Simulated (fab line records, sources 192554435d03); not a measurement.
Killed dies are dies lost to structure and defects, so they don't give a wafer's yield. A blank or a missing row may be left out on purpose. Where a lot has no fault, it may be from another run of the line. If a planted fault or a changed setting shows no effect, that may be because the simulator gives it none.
Matching of chambers	flow n5Finfet	4 sister chambers for N5_BEOL_M1_DESCUM_33 on rieDiel-02
The step chemistry O2, time 7 s. 4 wafers are shown with their chamber, then 7 later ones without.

== WAFERS, EACH WITH ITS CHAMBER ==
wafer	chamber	throttleValvePct (%)
L082.6	2	20.22
L083.5	3	20.51
L085.1	1	20.07
L085.4	0	20.56

== WAFERS WHOSE CHAMBER IS MISSING ==
wafer	throttleValvePct (%)
L085.5	20.53
L092.1	20.24
L092.4	20.56
L092.5	20.56
L096.3	20.55
L096.4	20.10
L096.6	20.56

== WHICH CHAMBER EACH ONE RAN IN ==
wafer	from the rows above	in truth
L085.5	can't be placed: 3 or 0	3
L092.1	2	2
L092.4	0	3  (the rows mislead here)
L092.5	0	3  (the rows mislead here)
L096.3	can't be placed: 0 or 3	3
L096.4	1	1
L096.6	0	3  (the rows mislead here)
Correct placement for 2 of the 7. Not placeable from these rows: 2 (in 2, the candidates include the true chamber). 3 placed wrongly.
How it was worked out, from the rows above alone: a wafer's distance from a chamber is the root of the sum, over the readings, of the square of ((its reading less the chamber's mean) divided by the reading's scatter). If the next closest chamber is less than 2 further off than the closest, the wafer can't be placed; otherwise it belongs to the closest. Each chamber's mean is taken over the wafers shown for it. The scatter (one wafer shown for each chamber): square how far every hidden wafer sits from the nearest shown wafer, average those squares and take the square root.
